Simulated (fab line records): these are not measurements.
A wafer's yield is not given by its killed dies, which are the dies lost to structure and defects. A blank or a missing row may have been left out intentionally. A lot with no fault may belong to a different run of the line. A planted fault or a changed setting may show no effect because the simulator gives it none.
Which tool did it?	flow nand harc	Sampling: 23 lots, 69 wafers, 6 of 1302 route steps

WHAT EACH GAUGE READ, for each wafer
Not one reading of a measure or inspect step in the record can be checked against a usual standard deviation.

WHICH TOOL RAN EACH LOT (tool, then ch and the chambers of the sampled wafers, then the start)
lot	NHARC_A_STAIRCASE_ETCH_23	NHARC_A_STAIRCASE_ETCH_197	NHARC_A_STAIRCASE_DESCUM_219	NHARC_A_STAIRCASE_TRIM_229	NHARC_A_STAIRCASE_TRIM_231	NHARC_A_STAIRCASE_TRIM_235
L075	rie diel-13 ch 0,2, day 15 23:25 or earlier	rie diel-13 ch 0,1, day 15 23:25 or earlier	rie diel-05 ch 2,3, day 15 23:25	rie diel-05 ch 1,2, day 16 04:17	rie diel-05 ch 2,3, no start	rie diel-05 ch 0,2,3, no start
L074	rie diel-05 ch 0,1,3, day 16 04:02 or earlier	rie diel-05 ch 1,3, day 16 04:02 or earlier	rie diel-13 ch 0,2,3, day 16 04:02	rie diel-13 ch 1,3, day 16 05:16	rie diel-13 ch 0,1,2, no start	rie diel-13 ch 0,2,3, no start
L077	rie diel-08 ch 0,1,2, day 16 23:47 or earlier	rie diel-13 ch 0,1,3, day 16 23:47 or earlier	rie diel-05 ch 0,2,3, day 16 23:47	rie diel-05 ch 0,2,3, day 17 00:53	rie diel-05 ch 0,1,3, no start	rie diel-05 ch 0,1,3, no start
L076	rie diel-13 ch 0,1, day 17 00:04 or earlier	rie diel-08 ch 1,3, day 17 00:04 or earlier	rie diel-08 ch 0,1, day 17 00:04	rie diel-08 ch 0,3, day 17 01:13	rie diel-08 ch 0,1,3, no start	rie diel-08 ch 0,3, no start
L079	rie diel-13 ch 0,3, day 18 05:23 or earlier	rie diel-08 ch 2,3, day 18 05:23 or earlier	rie diel-13 ch 1,2, day 18 05:23	rie diel-08 ch 0,1,3, day 18 06:43	rie diel-08 ch 1,2,3, no start	rie diel-08 ch 1,2,3, no start
L081	rie diel-08 ch 0,2,3, day 18 05:56 or earlier	rie diel-08 ch 1,2,3, day 18 05:56 or earlier	rie diel-13 ch 1,2,3, day 18 05:56	rie diel-13 ch 0,1,3, day 18 07:18	rie diel-13 ch 1,2,3, no start	rie diel-13 ch 0,1,3, no start
L080	rie diel-13 ch 0,1,2, day 18 06:09 or earlier	rie diel-13 ch 1,2,3, day 18 06:09 or earlier	rie diel-13 ch 0,1,2, day 18 06:09	rie diel-08 ch 0,2,3, day 18 07:38	rie diel-08 ch 1,2,3, no start	rie diel-08 ch 0,1,2, no start
L082	rie diel-08 ch 0,1,2, day 19 06:07 or earlier	rie diel-08 ch 1,2,3, day 19 06:07 or earlier	rie diel-05 ch 1,2,3, day 19 06:07	rie diel-05 ch 0,1, day 19 07:13	rie diel-05 ch 0,1,2, no start	rie diel-05 ch 0,2, no start
L083	rie diel-05 ch 0,3, day 19 11:07 or earlier	rie diel-08 ch 0,1, day 19 11:07 or earlier	rie diel-08 ch 1,2,3, day 19 11:07	rie diel-13 ch 2,3, day 19 12:14	rie diel-13 ch 1,3, no start	rie diel-13 ch 0,2, no start
L085	rie diel-05 ch 0,2, day 20 18:58 or earlier	rie diel-08 ch 1,2,3, day 20 18:58 or earlier	rie diel-13 ch 0,1, day 20 18:58	rie diel-05 ch 0,1,2, day 20 20:35	rie diel-05 ch 0,2,3, no start	rie diel-05 ch 1,2,3, no start
L084	rie diel-05 ch 0,2,3, day 21 00:13 or earlier	rie diel-08 ch 0,1,3, day 21 00:13 or earlier	rie diel-08 ch 0,2,3, day 21 00:13	rie diel-13 ch 1,2,3, day 21 01:34	rie diel-13 ch 0,1,2, no start	rie diel-13 ch 0,1,2, no start
L086	rie diel-05 ch 0,1,2, day 21 03:57 or earlier	rie diel-08 ch 0,1, day 21 03:57 or earlier	rie diel-13 ch 0,2,3, day 21 03:57	rie diel-08 ch 0,1,3, day 21 05:04	rie diel-08 ch 0,3, no start	rie diel-08 ch 1,3, no start
L087	rie diel-13 ch 0,3, day 22 00:15 or earlier	rie diel-05 ch 0,1,3, day 22 00:15 or earlier	rie diel-05 ch 0,2,3, day 22 00:15	rie diel-13 ch 1,2,3, day 22 01:23	rie diel-13 ch 0,3, no start	rie diel-13 ch 0,1,3, no start
L088	rie diel-08 ch 1,2,3, day 22 00:32 or earlier	rie diel-13 ch 0,2,3, day 22 00:32 or earlier	rie diel-08 ch 0,1,2, day 22 00:32	rie diel-05 ch 0,2,3, day 22 01:40	rie diel-05 ch 0,2, no start	rie diel-05 ch 0,2, no start
L090	rie diel-05 ch 0,1, day 22 14:22 or earlier	rie diel-13 ch 0,1,3, day 22 14:22 or earlier	rie diel-13 ch 1,2,3, day 22 14:22	rie diel-05 ch 1,2,3, day 22 15:32	rie diel-05 ch 0,2,3, no start	rie diel-05 ch 0,1,3, no start
L089	rie diel-05 ch 0,1,3, day 22 14:03 or earlier	rie diel-08 ch 0,1,3, day 22 14:03 or earlier	rie diel-05 ch 0,1,2, day 22 14:03	rie diel-05 ch 1,2,3, day 22 15:19	rie diel-05 ch 0,1,3, no start	rie diel-05 ch 0,1,3, no start
L091	rie diel-08 ch 0,2,3, day 23 04:05 or earlier	rie diel-13 ch 0,1,3, day 23 04:05 or earlier	rie diel-13 ch 0,1,2, day 23 04:05	rie diel-05 ch 0,1,3, day 23 05:13	rie diel-05 ch 0,1,3, no start	rie diel-05 ch 1,2,3, no start
L092	rie diel-08 ch 1,2,3, day 24 01:11 or earlier	rie diel-13 ch 0,1,2, day 24 01:11 or earlier	rie diel-13 ch 1,2,3, day 24 01:11	rie diel-05 ch 0,2,3, day 24 02:19	rie diel-05 ch 0,1,3, no start	rie diel-05 ch 1,2,3, no start
L093	rie diel-13 ch 0,2, day 24 10:31 or earlier	rie diel-13 ch 0,1,2, day 24 10:31 or earlier	rie diel-13 ch 1,3, day 24 10:31	rie diel-13 ch 0,3, day 24 11:37	rie diel-13 ch 0,2,3, no start	rie diel-13 ch 1,2, no start
L095	rie diel-08 ch 2,3, day 25 00:02 or earlier	rie diel-05 ch 0,1,2, day 25 00:02 or earlier	rie diel-13 ch 0,1,2, day 25 00:02	rie diel-13 ch 0,1, day 25 01:37	rie diel-13 ch 0,2,3, no start	rie diel-13 ch 1,2, no start
L094	rie diel-13 ch 0,2,3, day 25 00:25 or earlier	rie diel-13 ch 1,2,3, day 25 00:25 or earlier	rie diel-08 ch 2,3, day 25 00:25	rie diel-08 ch 2,3, day 25 01:43	rie diel-08 ch 1,3, no start	rie diel-08 ch 2,3, no start
L096	rie diel-05 ch 0,2,3, day 25 06:19 or earlier	rie diel-13 ch 0,1,2, day 25 06:19 or earlier	rie diel-13 ch 0,1,3, day 25 06:19	rie diel-13 ch 0,1,3, day 25 07:26	rie diel-13 ch 0,2,3, no start	rie diel-13 ch 1,2,3, no start
L097	rie diel-08 ch 0,2,3, day 25 21:09 or earlier	rie diel-13 ch 1,2,3, day 25 21:09 or earlier	rie diel-13 ch 0,1, day 25 21:09	rie diel-13 ch 0,2, day 25 22:36	rie diel-13 ch 0,1,2, no start	rie diel-13 ch 0,2, no start
- NHARC_A_STAIRCASE_ETCH_23: etches the open film in C4F8/O2, target depth 100 nm, time 40.5 s.
- NHARC_A_STAIRCASE_ETCH_197: etches the open film in C4F8/O2, target depth 100 nm, time 40.5 s.
- NHARC_A_STAIRCASE_DESCUM_219: chemistry O2, time 3 s.
- NHARC_A_STAIRCASE_TRIM_229: chemistry O2, time 211.2 s.
- NHARC_A_STAIRCASE_TRIM_231: chemistry O2, time 211.2 s.
- NHARC_A_STAIRCASE_TRIM_235: chemistry O2, time 211.2 s.

WHAT THE TOOLS THEMSELVES READ (means of the sampled wafers that have a number; where no wafer has one, the mark that the record gives instead)
NHARC_A_STAIRCASE_ETCH_23. Usual: oes product au 0.948 a.u., standard deviation 0.015; rf vpp V 898 V, standard deviation 6.6.
lot	tool	oes product au (a.u.)	rf vpp V (V)	flag
L075	rie diel-13	0.932	899	
L074	rie diel-05	0.955	896	
L077	rie diel-08	0.945	900	
L076	rie diel-13	0.940	894	
L079	rie diel-13	0.966	889	
L081	rie diel-08	0.979	898	
L080	rie diel-13	0.946	900	
L082	rie diel-08	0.961	901	
L083	rie diel-05	0.958	899	
L085	rie diel-05	0.952	897	
L084	rie diel-05	0.955	898	
L086	rie diel-05	0.932	901	
L087	rie diel-13	0.952	888	
L088	rie diel-08	0.951	901	
L090	rie diel-05	0.936	904	
L089	rie diel-05	0.933	901	
L091	rie diel-08	0.930	898	
L092	rie diel-08	0.956	901	
L093	rie diel-13	0.940	893	
L095	rie diel-08	0.947	902	
L094	rie diel-13	0.940	892	
L096	rie diel-05	0.955	897	
L097	rie diel-08	0.950	896	

NHARC_A_STAIRCASE_ETCH_197. Usual: oes product au 0.951 a.u., standard deviation 0.015; rf vpp V 897 V, standard deviation 7.
lot	tool	oes product au (a.u.)	rf vpp V (V)	flag
L075	rie diel-13	0.944	895	
L074	rie diel-05	0.944	898	
L077	rie diel-13	0.955	893	
L076	rie diel-08	0.948	900	
L079	rie diel-08	0.949	899	
L081	rie diel-08	0.937	903	
L080	rie diel-13	0.955	899	
L082	rie diel-08	0.954	902	
L083	rie diel-08	0.952	900	
L085	rie diel-08	0.966	902	
L084	rie diel-08	0.928	898	
L086	rie diel-08	0.951	898	
L087	rie diel-05	0.943	902	
L088	rie diel-13	0.948	893	
L090	rie diel-13	0.938	893	
L089	rie diel-08	0.973	898	
L091	rie diel-13	0.974	893	
L092	rie diel-13	0.945	898	
L093	rie diel-13	0.949	898	
L095	rie diel-05	0.936	901	
L094	rie diel-13	0.963	897	
L096	rie diel-13	0.950	898	
L097	rie diel-13	0.950	897	

NHARC_A_STAIRCASE_DESCUM_219. Usual: drypump motor current A 5.9 A, standard deviation 0.35; oes product au 1.002 a.u., standard deviation 0.012; rf vpp V 57.9 V, standard deviation 1; showerhead plenum p Torr 1.93 Torr, standard deviation 0.12; throttle valve pct 11.311 %, standard deviation 0.0085.
lot	tool	drypump motor current A (A)	oes product au (a.u.)	rf vpp V (V)	showerhead plenum p Torr (Torr)	throttle valve pct (%)	flag
L075	rie diel-05	5.9	1.012	57.2	1.88	11.307	
L074	rie diel-13	5.7	0.995	58.4	1.89	11.309	
L077	rie diel-05	5.8	1.012	57.7	1.85	11.316	
L076	rie diel-08	6.2	1.005	59.0	2.00	11.317	
L079	rie diel-13	6.3	1.016	58.2	2.04	11.314	
L081	rie diel-13	6.1	1.001	56.8	1.96	11.315	
L080	rie diel-13	6.0	1.012	57.5	1.96	11.311	
L082	rie diel-05	6.0	0.994	58.1	1.93	11.314	
L083	rie diel-08	5.8	1.006	58.3	2.01	11.312	
L085	rie diel-13	5.9	1.000	58.1	1.88	11.309	
L084	rie diel-08	5.7	1.006	57.0	1.95	11.308	
L086	rie diel-13	5.8	1.002	57.9	1.87	11.317	
L087	rie diel-05	5.8	1.006	57.5	1.93	11.306	
L088	rie diel-08	6.1	0.996	58.0	1.99	11.308	
L090	rie diel-13	6.1	1.008	58.1	1.95	11.302	
L089	rie diel-05	5.9	1.002	58.2	1.99	11.316	
L091	rie diel-13	6.0	1.004	58.5	1.95	11.306	
L092	rie diel-13	6.1	0.996	57.7	1.94	11.312	
L093	rie diel-13	6.4	1.020	58.8	1.94	11.316	
L095	rie diel-13	6.0	0.992	57.9	1.95	11.308	
L094	rie diel-08	5.4	1.015	57.7	1.95	11.312	
L096	rie diel-13	6.0	1.000	57.9	1.86	11.307	
L097	rie diel-13	5.9	0.983	57.1	1.86	11.307	

NHARC_A_STAIRCASE_TRIM_229. Usual: drypump motor current A 5.9 A, standard deviation 0.36; oes product au 1.000 a.u., standard deviation 0.011; rf vpp V 57.9 V, standard deviation 0.91; showerhead plenum p Torr 3.57 Torr, standard deviation 0.19; throttle valve pct 17.036 %, standard deviation 0.0093.
lot	tool	drypump motor current A (A)	oes product au (a.u.)	rf vpp V (V)	showerhead plenum p Torr (Torr)	throttle valve pct (%)	flag
L075	rie diel-05	5.9	1.010	57.1	3.56	17.037	
L074	rie diel-13	6.4	0.997	58.2	3.60	17.036	
L077	rie diel-05	5.8	1.006	57.2	3.41	17.035	
L076	rie diel-08	5.4	1.003	57.4	3.52	17.042	
L079	rie diel-08	5.8	1.005	58.1	3.59	17.026	
L081	rie diel-13	6.0	1.007	57.7	3.46	17.042	
L080	rie diel-08	5.7	1.000	57.9	3.60	17.041	
L082	rie diel-05	6.0	0.998	58.8	3.78	17.028	
L083	rie diel-13	5.8	1.001	57.4	3.61	17.034	
L085	rie diel-05	5.9	0.984	59.5	3.66	17.034	
L084	rie diel-13	6.1	1.001	57.2	3.59	17.036	
L086	rie diel-08	5.8	1.000	57.3	3.58	17.037	
L087	rie diel-13	6.1	1.010	58.2	3.59	17.039	
L088	rie diel-05	5.8	1.010	57.8	3.57	17.027	
L090	rie diel-05	6.0	1.001	58.0	3.55	17.018	
L089	rie diel-05	6.0	0.994	57.1	3.55	17.032	
L091	rie diel-05	5.9	1.001	58.0	3.67	17.046	
L092	rie diel-05	5.8	0.996	57.6	3.56	17.030	
L093	rie diel-13	5.7	0.988	57.4	3.30	17.045	
L095	rie diel-13	6.0	0.997	57.4	3.44	17.042	
L094	rie diel-08	5.5	1.009	57.9	3.60	17.039	
L096	rie diel-13	6.0	1.000	58.2	3.43	17.039	
L097	rie diel-13	5.6	0.981	59.2	3.45	17.030	

NHARC_A_STAIRCASE_TRIM_231. Usual: drypump motor current A 5.9 A, standard deviation 0.35; oes product au 1.001 a.u., standard deviation 0.011; rf vpp V 57.9 V, standard deviation 0.88; showerhead plenum p Torr 3.58 Torr, standard deviation 0.19; throttle valve pct 17.036 %, standard deviation 0.0092.
lot	tool	drypump motor current A (A)	oes product au (a.u.)	rf vpp V (V)	showerhead plenum p Torr (Torr)	throttle valve pct (%)	flag
L075	rie diel-05	5.9	1.007	58.3	3.47	17.037	
L074	rie diel-13	6.0	0.998	58.2	3.62	17.042	
L077	rie diel-05	5.9	1.006	58.0	3.52	17.033	
L076	rie diel-08	5.8	1.008	58.0	3.60	17.034	
L079	rie diel-08	5.8	1.000	58.3	3.70	17.042	
L081	rie diel-13	6.1	0.998	58.6	3.60	17.037	
L080	rie diel-08	5.8	0.996	58.6	3.70	17.036	
L082	rie diel-05	5.9	0.998	57.8	3.67	17.044	
L083	rie diel-13	6.4	1.020	57.9	3.58	17.029	
L085	rie diel-05	5.8	0.999	57.7	3.57	17.036	
L084	rie diel-13	6.0	0.999	57.7	3.60	17.034	
L086	rie diel-08	5.7	1.003	57.9	3.47	17.032	
L087	rie diel-13	5.7	0.997	56.5	3.31	17.032	
L088	rie diel-05	5.7	1.006	58.5	3.67	17.030	
L090	rie diel-05	5.8	1.008	57.9	3.56	17.037	
L089	rie diel-05	5.9	0.999	58.5	3.67	17.033	
L091	rie diel-05	5.9	1.000	58.4	3.67	17.029	
L092	rie diel-05	5.9	0.995	57.4	3.67	17.041	
L093	rie diel-13	5.8	0.995	57.4	3.45	17.041	
L095	rie diel-13	5.8	0.989	56.9	3.44	17.044	
L094	rie diel-08	5.9	1.015	58.3	3.66	17.038	
L096	rie diel-13	5.7	0.992	57.0	3.44	17.041	
L097	rie diel-13	6.0	0.993	57.8	3.58	17.035	

NHARC_A_STAIRCASE_TRIM_235. Usual: drypump motor current A 5.9 A, standard deviation 0.36; oes product au 1.001 a.u., standard deviation 0.011; rf vpp V 57.9 V, standard deviation 0.93; showerhead plenum p Torr 3.57 Torr, standard deviation 0.19; throttle valve pct 17.036 %, standard deviation 0.0089.
lot	tool	drypump motor current A (A)	oes product au (a.u.)	rf vpp V (V)	showerhead plenum p Torr (Torr)	throttle valve pct (%)	flag
L075	rie diel-05	5.8	1.012	56.9	3.41	17.043	
L074	rie diel-13	5.7	0.994	58.0	3.48	17.027	
L077	rie diel-05	5.9	1.004	58.0	3.52	17.036	
L076	rie diel-08	5.7	1.005	57.2	3.49	17.035	
L079	rie diel-08	5.8	0.998	58.5	3.70	17.042	
L081	rie diel-13	6.0	1.002	58.3	3.46	17.042	
L080	rie diel-08	6.1	1.007	58.2	3.68	17.035	
L082	rie diel-05	5.7	1.007	58.1	3.56	17.034	
L083	rie diel-13	5.7	0.993	57.8	3.62	17.039	
L085	rie diel-05	6.0	0.990	57.8	3.56	17.046	
L084	rie diel-13	6.0	1.012	57.7	3.60	17.043	
L086	rie diel-08	5.6	1.006	58.7	3.60	17.032	
L087	rie diel-13	6.0	1.004	58.6	3.44	17.028	
L088	rie diel-05	5.7	1.001	57.9	3.55	17.028	
L090	rie diel-05	5.9	0.992	58.2	3.67	17.037	
L089	rie diel-05	5.9	1.001	57.8	3.67	17.032	
L091	rie diel-05	6.0	1.005	57.4	3.55	17.034	
L092	rie diel-05	6.0	1.000	56.9	3.55	17.039	
L093	rie diel-13	6.3	1.008	58.6	3.72	17.043	
L095	rie diel-13	6.3	1.010	57.5	3.72	17.034	
L094	rie diel-08	5.5	1.003	57.8	3.60	17.035	
L096	rie diel-13	6.1	1.002	58.3	3.57	17.038	
L097	rie diel-13	5.7	0.982	58.3	3.45	17.032	

THE ANSWER, worked out from the rows above alone
Rule: a lot is off if the mean of its wafers that have a number lies more than 3 standard deviations from the usual mean. A lot without any number at a reading at which 4 lots or more have one is off too. The other lots that the step has rows for count as sound. The gauges are gone through in route order, then the tools' own readings, and for those a lot's mean is taken as printed above. The first step at which some lot is off is used, and at that step the reading that is off furthest; a lot without a number counts as furthest.
No lot is off on any of the readings shown, so nothing can be concluded from this.

WHAT THE SIMULATOR PUT IN
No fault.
